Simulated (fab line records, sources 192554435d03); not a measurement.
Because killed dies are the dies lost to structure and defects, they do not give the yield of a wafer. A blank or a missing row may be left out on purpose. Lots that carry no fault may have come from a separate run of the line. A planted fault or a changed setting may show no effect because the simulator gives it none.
Matching of chambers ; flow n5Finfet ; N5_BEOL_M3_CO_CAP_55 on cvdCo-02: 3 sister chambers
The step material Co, precursor CCTBA/H2, target thk 2 nm, time 102.1 s. 14 wafers are shown with their chamber, then 7 later ones without.

## EACH WAFER AND ITS CHAMBER
wafer;chamber;heaterPowerW (W)
L176.1;0;247
L176.4;0;244
L176.6;1;250
L179.1;1;250
L179.2;0;249
L179.4;1;250
L187.2;2;214
L187.4;2;212
L187.6;0;249
L189.1;0;244
L189.2;1;245
L189.5;1;243
L192.1;1;247
L192.5;2;214

SIGNATURES, as means of the wafers listed above
reading;chamber 0;chamber 1;chamber 2;scatter within a chamber
heaterPowerW;246.60;247.50;213.33;2.58
Rule: a wafer's distance from a chamber is the root of the sum, over the readings, of the square of ((its reading less the chamber's mean) divided by the reading's scatter). If the next closest chamber is less than 2 further off than the closest, the wafer can't be placed; otherwise it belongs to the closest. The scatter: the root of (the sum of the squares of (reading less its chamber's mean) over the shown wafers, divided by (wafers less chambers)).

## WAFERS WHOSE CHAMBER IS MISSING
wafer;heaterPowerW (W)
L192.6;246
L178.2;251
L178.3;210
L178.5;243
L198.1;249
L198.3;213
L198.4;248

## EACH ONE'S CHAMBER
wafer;from the rows above;in truth
L192.6;can't be placed: 0 or 1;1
L178.2;can't be placed: 1 or 0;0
L178.3;2;2
L178.5;can't be placed: 0 or 1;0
L198.1;can't be placed: 1 or 0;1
L198.3;2;2
L198.4;can't be placed: 1 or 0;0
Correct placement for 2 of the 7. Not placeable from these rows: 5 (in 5, the candidates include the true chamber). Placed wrongly: 0.
